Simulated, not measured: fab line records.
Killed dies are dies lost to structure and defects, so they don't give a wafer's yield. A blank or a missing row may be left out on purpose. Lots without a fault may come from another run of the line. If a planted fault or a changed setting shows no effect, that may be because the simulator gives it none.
Split-lot experiment    flow n5Finfet    route with 1938 steps; 7 lots, 39 wafers read

== THE SPLIT ==
At N5_SD_EPI_N_ETCH_45 (etches SiOCN in CH3F/O2, target depth 6 nm), the setting targetDepthA was moved away from the recipe's 60 angstrom on 15 of the 39 wafers read, by -59.2% to +37.9%. The other wafers ran this setting at the recipe's value.

The reading is taken at the split's own step.

== THE READING ==
etch.depthNm (the simulator's own value, which no gauge read), in nm, at N5_SD_EPI_N_ETCH_45 (etches SiOCN in CH3F/O2, target depth 6 nm). The file does not state a usual value for it. Here, 24 wafers ran the recipe; their average is 6.014 nm with a standard deviation of 0.059 nm.

wafer   tool, chamber at the split  targetDepthA as run, angstrom  against the recipe  etch.depthNm, nm  against lot-mates on the recipe
L074.1  rieDiel-02, 0               60                             recipe              5.875             -
L074.6  rieDiel-02, 0               60                             recipe              5.875             -
L074.2  rieDiel-02, 1               60                             recipe              6.015             -
L074.3  rieDiel-02, 3               60                             recipe              6.062             -
L074.4  rieDiel-02, 3               60                             recipe              6.057             -
L074.5  rieDiel-02, 1               60                             recipe              5.978             -
L075.1  rieDiel-02, 1               60                             recipe              5.972             -
L075.2  rieDiel-02, 3               60                             recipe              6.01              -
L075.3  rieDiel-02, 0               60                             recipe              5.93              -
L075.4  rieDiel-02, 0               24.47                          -59.2%              2.417             -3.554
L075.5  rieDiel-02, 1               24.47                          -59.2%              2.445             -3.526
L075.6  rieDiel-02, 3               24.47                          -59.2%              2.464             -3.507
L083.1  rieDiel-01, 0               46.46                          -22.6%              4.744             -1.291
L083.2  rieDiel-01, 2               60                             recipe              6.036             -
L083.3  rieDiel-01, 3               46.46                          -22.6%              4.675             -1.360
L083.4  rieDiel-01, 0               60                             recipe              6.057             -
L083.5  rieDiel-01, 2               46.46                          -22.6%              4.726             -1.309
L083.6  rieDiel-01, 3               60                             recipe              6.013             -
L084.2  rieDiel-01, 0               60                             recipe              6.084             -
L084.3  rieDiel-01, 3               60                             recipe              6.055             -
L084.6  rieDiel-01, 0               60                             recipe              6.104             -
L087.1  rieDiel-01, 2               60                             recipe              6.073             -
L087.2  rieDiel-01, 0               60                             recipe              6.027             -
L087.3  rieDiel-01, 2               60                             recipe              6.083             -
L087.4  rieDiel-01, 0               82.75                          +37.9%              8.345             +2.284
L087.5  rieDiel-01, 0,2             82.75                          +37.9%              8.369             +2.308
L087.6  rieDiel-01, 0,2             82.75                          +37.9%              8.369             +2.308
L096.1  rieDiel-01, 0               60                             recipe              5.992             -
L096.2  rieDiel-01, 2               60                             recipe              6.042             -
L096.3  rieDiel-01, 3               50.41                          -16.0%              5.068             -0.943
L096.4  rieDiel-01, 0               50.41                          -16.0%              5.047             -0.964
L096.5  rieDiel-01, 2               50.41                          -16.0%              5.094             -0.917
L096.6  rieDiel-01, 3               60                             recipe              5.998             -
L097.1  rieDiel-01, 3               79.93                          +33.2%              7.988             +1.990
L097.2  rieDiel-01, 0               60                             recipe              5.955             -
L097.3  rieDiel-01, 2               79.93                          +33.2%              8.019             +2.021
L097.4  rieDiel-01, 1               79.93                          +33.2%              7.96              +1.962
L097.5  rieDiel-01, 3               60                             recipe              5.995             -
L097.6  rieDiel-01, 2               60                             recipe              6.043             -
If several chambers appear in one row, that row covers several wafers at once and the file leaves open which wafer was in which chamber.

THE FIT
A straight line over all 39 wafers: etch.depthNm changes by +0.0603 nm for each +1% of targetDepthA; r = +1.00; the points scatter about the line by 0.056 nm.
The same after taking each lot's own level away (the mean of its wafers on the recipe; 39 wafers): +0.0598 nm for each +1%; r = +1.00; scatter 0.04 nm.
That fit puts the effect of the largest move of targetDepthA on the reading at 3.5 nm.
The span of the lots' own levels, 5.9707 to 6.0810 nm, comes to 1.9 times the standard deviation stated above.
Consequently the slope shifts little with the lot-to-lot level, the two slopes agreeing.
Check: -3.53 nm against its lot-mates is what the line predicts for one of the wafers moved furthest among these (-59.2%) when that wafer is left out of the fit. It came out at -3.55 nm against them.

== OTHER SPLITS APPLIED TO THESE WAFERS ==
Other splits were also applied to these wafers ahead of the reading. Each is held against what the fit with the lots' levels taken away leaves over:
other split on the same wafers  wafers away from the commonest value  r with etch.depthNm (lot level and that fit taken away)
N5_FIN_SAQP_HM_DEP_03 timeS     12                                    +0.03
N5_SD_EPI_N_DESCUM_14 timeS     18                                    +0.14

== FILE'S OWN FIT ==
etch.depthNm changes by +0.0598 nm for each +1% of targetDepthA, r = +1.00.
